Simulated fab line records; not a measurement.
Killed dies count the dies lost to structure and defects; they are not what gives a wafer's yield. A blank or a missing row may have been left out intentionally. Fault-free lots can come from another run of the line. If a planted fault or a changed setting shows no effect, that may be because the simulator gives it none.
Matching of chambers / flow nand_harc / NHARC_A_WL_FILL_ALD_02 on ald_metal-01 has 4 sister chambers
The step deposits TiN, target thk 2 nm, pulse time 3 s, ald cycles 100. 24 wafers are shown with their chamber, then 12 later ones without.

## WAFERS WITH THEIR CHAMBER
wafer=L079.1; chamber=3; heater_power_w (W)=1054; precursor_pulse_height_rel=0.995
wafer=L079.2; chamber=1; heater_power_w (W)=1241; precursor_pulse_height_rel=0.984
wafer=L079.3; chamber=2; heater_power_w (W)=1158; precursor_pulse_height_rel=0.993
wafer=L081.2; chamber=1; heater_power_w (W)=1232; precursor_pulse_height_rel=1.031
wafer=L081.3; chamber=3; heater_power_w (W)=1043; precursor_pulse_height_rel=1.016
wafer=L081.5; chamber=1; heater_power_w (W)=1216; precursor_pulse_height_rel=0.991
wafer=L084.1; chamber=2; heater_power_w (W)=1230; precursor_pulse_height_rel=1.001
wafer=L084.3; chamber=1; heater_power_w (W)=1222; precursor_pulse_height_rel=1.010
wafer=L084.6; chamber=1; heater_power_w (W)=1255; precursor_pulse_height_rel=0.999
wafer=L085.1; chamber=3; heater_power_w (W)=1029; precursor_pulse_height_rel=1.013
wafer=L085.2; chamber=1; heater_power_w (W)=1260; precursor_pulse_height_rel=0.963
wafer=L085.4; chamber=2; heater_power_w (W)=1239; precursor_pulse_height_rel=1.000
wafer=L088.1; chamber=2; heater_power_w (W)=1238; precursor_pulse_height_rel=1.026
wafer=L088.2; chamber=0; heater_power_w (W)=1137; precursor_pulse_height_rel=1.002
wafer=L088.5; chamber=1; heater_power_w (W)=1281; precursor_pulse_height_rel=1.002
wafer=L090.2; chamber=1; heater_power_w (W)=1212; precursor_pulse_height_rel=1.035
wafer=L090.3; chamber=2; heater_power_w (W)=1258; precursor_pulse_height_rel=1.009
wafer=L090.6; chamber=1; heater_power_w (W)=1261; precursor_pulse_height_rel=0.982
wafer=L091.1; chamber=2; heater_power_w (W)=1222; precursor_pulse_height_rel=1.037
wafer=L091.2; chamber=0; heater_power_w (W)=1161; precursor_pulse_height_rel=0.993
wafer=L091.3; chamber=3; heater_power_w (W)=1016; precursor_pulse_height_rel=0.980
wafer=L091.4; chamber=1; heater_power_w (W)=1233; precursor_pulse_height_rel=1.007
wafer=L091.5; chamber=3; heater_power_w (W)=1049; precursor_pulse_height_rel=0.967
wafer=L091.6; chamber=2; heater_power_w (W)=1229; precursor_pulse_height_rel=1.002

SIGNATURES, as means of the wafers listed above
reading=heater_power_w; chamber 0=1149.00; chamber 1=1241.30; chamber 2=1224.86; chamber 3=1038.20; scatter within a chamber=24.3
reading=precursor_pulse_height_rel; chamber 0=0.99750; chamber 1=1.00040; chamber 2=1.00971; chamber 3=0.99420; scatter within a chamber=0.0196
Rule: for each reading, subtract the chamber's mean from the wafer's reading, divide by that reading's scatter and square the result; add these up over the readings and take the root, which gives the wafer's distance from the chamber. If the next closest chamber is less than 2 further off than the closest, the wafer can't be placed; otherwise it belongs to the closest. The scatter is the square root of a quotient: the sum, over the shown wafers, of each reading's squared deviation from its chamber's mean, divided by wafers minus chambers.

## WAFERS WITHOUT THEIR CHAMBER
wafer=L094.1; heater_power_w (W)=1242; precursor_pulse_height_rel=1.043
wafer=L094.3; heater_power_w (W)=1052; precursor_pulse_height_rel=0.983
wafer=L094.4; heater_power_w (W)=1102; precursor_pulse_height_rel=0.975
wafer=L096.2; heater_power_w (W)=1233; precursor_pulse_height_rel=1.010
wafer=L096.3; heater_power_w (W)=1074; precursor_pulse_height_rel=1.013
wafer=L096.4; heater_power_w (W)=1105; precursor_pulse_height_rel=1.006
wafer=L096.1; heater_power_w (W)=1249; precursor_pulse_height_rel=0.997
wafer=L096.5; heater_power_w (W)=1123; precursor_pulse_height_rel=0.968
wafer=L096.6; heater_power_w (W)=1225; precursor_pulse_height_rel=1.005
wafer=L097.1; heater_power_w (W)=1233; precursor_pulse_height_rel=1.018
wafer=L097.2; heater_power_w (W)=1070; precursor_pulse_height_rel=1.023
wafer=L097.5; heater_power_w (W)=1044; precursor_pulse_height_rel=0.999

## EACH ONE'S CHAMBER
wafer=L094.1; from the rows above=can't be placed: 2 or 1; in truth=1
wafer=L094.3; from the rows above=3; in truth=3
wafer=L094.4; from the rows above=can't be placed: 0 or 3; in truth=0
wafer=L096.2; from the rows above=can't be placed: 2 or 1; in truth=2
wafer=L096.3; from the rows above=can't be placed: 3 or 0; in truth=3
wafer=L096.4; from the rows above=can't be placed: 0 or 3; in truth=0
wafer=L096.1; from the rows above=can't be placed: 1 or 2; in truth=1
wafer=L096.5; from the rows above=can't be placed: 0 or 3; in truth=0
wafer=L096.6; from the rows above=can't be placed: 2 or 1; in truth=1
wafer=L097.1; from the rows above=can't be placed: 2 or 1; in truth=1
wafer=L097.2; from the rows above=can't be placed: 3 or 0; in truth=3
wafer=L097.5; from the rows above=3; in truth=3
2 of 12 placed correctly. Cannot be placed on the basis of these rows: 10; the candidates contain the true chamber in 10. 0 placed wrongly.
